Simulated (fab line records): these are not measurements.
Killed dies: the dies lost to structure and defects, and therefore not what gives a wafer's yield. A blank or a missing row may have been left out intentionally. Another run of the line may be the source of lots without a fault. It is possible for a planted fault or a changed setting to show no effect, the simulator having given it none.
Chamber matching ; flow n5_finfet ; N5_BEOL_M1_ETCH_74 on rie_diel-02: 4 sister chambers
The step etches underlayer in N2/H2, target depth 6.5 nm, time 5.2 s. 18 wafers are shown with their chamber, then 9 later ones without.

== WAFERS, EACH WITH ITS CHAMBER ==
wafer;chamber;drypump_motor_current_A (A);throttle_valve_pct (%);etch_rf_on_time_s (s)
L076.2;1;5.8;17.58;5.06
L076.3;0;5.1;17.89;5.16
L076.4;2;6.5;18.17;5.38
L078.1;3;5.6;17.92;5.02
L078.2;0;5.0;17.86;5.20
L078.3;2;6.4;18.17;5.41
L080.2;0;5.1;17.88;5.20
L080.3;1;5.8;17.58;5.16
L080.6;2;6.5;18.17;5.44
L081.2;2;6.5;18.22;5.39
L081.3;0;5.0;17.90;5.22
L081.4;1;5.8;17.58;5.18
L083.1;1;5.8;17.58;5.05
L083.5;3;5.6;17.49;5.19
L083.6;2;6.5;18.21;5.38
L085.3;2;6.5;18.22;5.31
L085.4;0;5.1;17.90;5.21
L085.5;3;5.7;17.50;5.15

SIGNATURES, as means of the wafers listed above
reading;chamber 0;chamber 1;chamber 2;chamber 3;scatter within a chamber
drypump_motor_current_A;5.060;5.800;6.483;5.633;0.0439
throttle_valve_pct;17.8860;17.5800;18.1933;17.6367;0.0945
etch_rf_on_time_s;5.1980;5.1125;5.3850;5.1200;0.0539
Rule: a wafer's distance from a chamber is the root of the sum, over the readings, of the square of ((its reading less the chamber's mean) divided by the reading's scatter). The wafer belongs to the nearest chamber; if the next one is less than 2 further off, it can't be placed. How the scatter is found: for the shown wafers, subtract from each reading the mean of its chamber, square and add these, divide the total by (wafers less chambers), then take the root.

== WAFERS MISSING THEIR CHAMBER ==
wafer;drypump_motor_current_A (A);throttle_valve_pct (%);etch_rf_on_time_s (s)
L087.2;5.1;17.91;5.14
L087.4;6.5;18.23;5.35
L087.5;5.6;17.50;5.18
L088.3;5.1;17.91;5.10
L088.4;5.6;17.50;5.15
L088.5;5.8;17.61;5.15
L091.3;5.1;17.91;5.22
L091.4;5.6;17.52;5.20
L091.5;6.5;18.24;5.34

== WHICH CHAMBER EACH WENT THROUGH ==
wafer;from the rows above;in truth
L087.2;0;0
L087.4;2;2
L087.5;3;3
L088.3;0;0
L088.4;3;3
L088.5;1;1
L091.3;0;0
L091.4;3;3
L091.5;2;2
Correct placement for 9 of the 9. Left unplaced by these rows: 0. Placed wrongly: 0.
